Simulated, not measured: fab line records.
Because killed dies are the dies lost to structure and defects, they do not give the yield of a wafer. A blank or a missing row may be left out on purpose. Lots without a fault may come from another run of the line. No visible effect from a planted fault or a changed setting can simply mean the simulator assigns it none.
Split-lot experiment -- flow n5 finfet -- route with 1938 steps; 7 lots, 21 wafers read

== ON THE SPLIT ==
At N5_BEOL_M8_PECVD_70 (deposits SiO2 from TEOS/O2, target thk 20 nm, time 22.7 s), the setting temp c was moved away from the recipe's 400 C on 7 of the 21 wafers read, by -3.1% to +4.2%. All remaining wafers had this setting at the recipe value.

Reading taken at the split's own step.

== THE READING ==
SiO2_of_BEOL_M8_PECVD_70.thk nm (the simulator's own value, which no gauge read), in nm, at N5_BEOL_M8_PECVD_70 (deposits SiO2 from TEOS/O2, target thk 20 nm, time 22.7 s). There is no usual value for it anywhere in the file. The 14 wafers here that ran the recipe average 20.0 nm, standard deviation 0.21 nm.

wafer,"tool, chamber at the split","temp c as run, C",against the recipe,"SiO2_of_BEOL_M8_PECVD_70.thk nm, nm",against lot-mates on the recipe
L074.1,"pecvd-03, 0",387.6,-3.1%,21.6,no lot-mate on the recipe
L074.3,"pecvd-03, 2",387.6,-3.1%,21.4,no lot-mate on the recipe
L074.5,"pecvd-03, 0",387.6,-3.1%,22,no lot-mate on the recipe
L075.3,"pecvd-01, 0",400,recipe,19.8,-
L075.4,"pecvd-01, 1",400,recipe,20,-
L075.5,"pecvd-01, 1",400,recipe,20.2,-
L079.2,"pecvd-04, 2",416.8,+4.2%,17.6,-2.4
L079.4,"pecvd-04, 2,1",400,recipe,20,-
L079.6,"pecvd-04, 2,1",400,recipe,20,-
L082.2,"pecvd-03, 0",400,recipe,19.8,-
L082.5,"pecvd-03, 0",407.8,+2.0%,19.2,-0.9
L082.6,"pecvd-03, 1",400,recipe,20.4,-
L086.2,"pecvd-01, 2",400,recipe,20,-
L086.4,"pecvd-01, 0",415.9,+4.0%,17.8,-2.4
L086.6,"pecvd-01, 1",400,recipe,20.4,-
L091.1,"pecvd-04, 1",400,recipe,20,-
L091.3,"pecvd-04, 2",400,recipe,19.6,-
L091.4,"pecvd-04, 2",400,recipe,20.2,-
L092.2,"pecvd-04, 2,0",400,recipe,20,-
L092.6,"pecvd-04, 2,0",400,recipe,20,-
L092.3,"pecvd-04, 1",414.3,+3.6%,18,-2.0
If several chambers appear in one row, that row covers several wafers at once and the file leaves open which wafer was in which chamber.

FIT RESULTS
A straight line over all 21 wafers: SiO2_of_BEOL_M8_PECVD_70.thk nm changes by -0.547 nm for each +1% of temp c; r = -0.98; the points scatter about the line by 0.22 nm.
The same after taking each lot's own level away (the mean of its wafers on the recipe; 18 wafers): -0.572 nm for each +1%; r = -0.98; scatter 0.19 nm.
Per that fit: largest temp c move, reading shift of 2.4 nm.
Measured against the standard deviation above, the lots' own levels, which go from 19.93 to 20.20 nm, span 1.3 times it.
The two slopes are in agreement: the lot-to-lot level therefore moves the slope only a little.
Check: -2.39 nm against its lot-mates is what the line predicts for one of the wafers moved furthest among these (+4.2%) when that wafer is left out of the fit. It came out at -2.4 nm against them.

== THE OTHER SPLITS THESE WAFERS WENT THROUGH ==
Other splits were also applied to these wafers ahead of the reading. Each is held against what the fit with the lots' levels taken away leaves over:
other split on the same wafers,wafers away from the commonest value,r with SiO2_of_BEOL_M8_PECVD_70.thk nm (lot level and that fit taken away)
N5_BEOL_M3_DESCUM_33 time s,9,+0.03
N5_BEOL_M4_TRENCH_ETCH_37 source w,5,-0.13
N5_BEOL_M5_COAT_66 spin rpm,9,-0.07
N5_BEOL_M5_COAT_74 spin rpm,11,-0.11
N5_BEOL_M6_TRENCH_ETCH_37 source w,9,-0.17

== THE FILE'S OWN FIT ==
SiO2_of_BEOL_M8_PECVD_70.thk nm changes by -0.57 nm for each +1% of temp c, r = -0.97.
